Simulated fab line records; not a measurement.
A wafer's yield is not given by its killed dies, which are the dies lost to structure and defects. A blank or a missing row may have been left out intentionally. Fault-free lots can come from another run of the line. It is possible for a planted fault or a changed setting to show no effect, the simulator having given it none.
Matching of chambers | flow n5 finfet | N5_MOL_CONTACT_COAG_ALD_27 on ald sin-04 has 4 sister chambers
The step deposits SiOC, target thk 17 nm, pulse time 1.5 s, time 2720 s. 8 wafers are shown with their chamber, then 11 later ones without.

## WAFERS WITH THEIR CHAMBER
wafer  | chamber | heater power w (W) | precursor pulse height rel
L085.4 | 3       | 735                | 1.020
L085.5 | 1       | 841                | 1.023
L090.5 | 1       | 773                | 0.996
L090.6 | 0       | 895                | 0.979
L091.1 | 3       | 737                | 1.015
L091.4 | 0       | 897                | 0.959
L091.5 | 2       | 828                | 0.986
L092.1 | 2       | 800                | 0.999

## WAFERS MISSING THEIR CHAMBER
wafer  | heater power w (W) | precursor pulse height rel
L092.2 | 737                | 1.022
L092.4 | 777                | 1.002
L094.1 | 731                | 0.998
L094.2 | 779                | 1.030
L094.3 | 835                | 1.035
L094.4 | 901                | 0.952
L094.5 | 908                | 0.991
L094.6 | 742                | 0.966
L097.3 | 916                | 1.011
L097.4 | 840                | 0.998
L097.6 | 938                | 1.016

## CHAMBER TAKEN BY EACH
wafer  | from the rows above          | in truth
L092.2 | 3                            | 3
L092.4 | can't be placed: 1 or 2 or 3 | 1
L094.1 | can't be placed: 3 or 1 or 2 | 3
L094.2 | can't be placed: 3 or 1 or 2 | 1
L094.3 | can't be placed: 1 or 2 or 3 | 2
L094.4 | 0                            | 0
L094.5 | can't be placed: 0 or 2      | 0
L094.6 | can't be placed: 2 or 3 or 1 | 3
L097.3 | can't be placed: 0 or 2 or 1 | 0
L097.4 | can't be placed: 2 or 1      | 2
L097.6 | can't be placed: 0 or 1 or 2 | 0
2 of 11 placed correctly. From these rows, 9 cannot be placed; in 9 the true chamber is one of the candidates. 0 placed wrongly.
How it was worked out, from the rows above alone: a wafer's distance from a chamber is the root of the sum, over the readings, of the square of ((its reading less the chamber's mean) divided by the reading's scatter). The wafer belongs to the nearest chamber; if the next one is less than 2 further off, it can't be placed. The mean given for a chamber averages the wafers shown for that chamber. How the scatter is found: for the shown wafers, subtract from each reading the mean of its chamber, square and add these, divide the total by (wafers less chambers), then take the root.
